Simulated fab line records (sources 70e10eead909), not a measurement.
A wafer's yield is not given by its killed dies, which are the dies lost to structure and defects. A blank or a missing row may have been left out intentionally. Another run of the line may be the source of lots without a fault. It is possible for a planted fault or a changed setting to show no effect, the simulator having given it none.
Chamber matching	flow nand harc	3 sister chambers for NHARC_P_M0_PRE_CLEAN_31 on pecvd-03
The step time 12 s. 3 wafers are shown with their chamber, then 7 later ones without.

== WAFERS, EACH WITH ITS CHAMBER ==
wafer	chamber	heater power w (W)
L702.4	1	632
L703.1	2	639
L703.3	0	673

== WAFERS WHOSE CHAMBER IS MISSING ==
wafer	heater power w (W)
L703.4	668
L704.3	723
L704.5	716
L704.6	721
L707.4	697
L707.5	573
L707.6	751

== EACH ONE'S CHAMBER ==
wafer	from the rows above	in truth
L703.4	can't be placed: 0 or 2 or 1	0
L704.3	can't be placed: 0 or 2 or 1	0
L704.5	can't be placed: 0 or 2 or 1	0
L704.6	can't be placed: 0 or 2 or 1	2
L707.4	can't be placed: 0 or 2 or 1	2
L707.5	can't be placed: 1 or 2 or 0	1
L707.6	can't be placed: 0 or 2 or 1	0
Correctly placed: 0 of 7. From these rows, 7 cannot be placed; in 7 the true chamber is one of the candidates. Wrongly placed: 0.
How it was worked out, from the rows above alone: a wafer's distance from a chamber is the root of the sum, over the readings, of the square of ((its reading less the chamber's mean) divided by the reading's scatter). If the next closest chamber is less than 2 further off than the closest, the wafer can't be placed; otherwise it belongs to the closest. For every chamber, the mean is computed from those of its wafers that are shown. The scatter (one wafer shown for each chamber): square how far every hidden wafer sits from the nearest shown wafer, average those squares and take the square root.
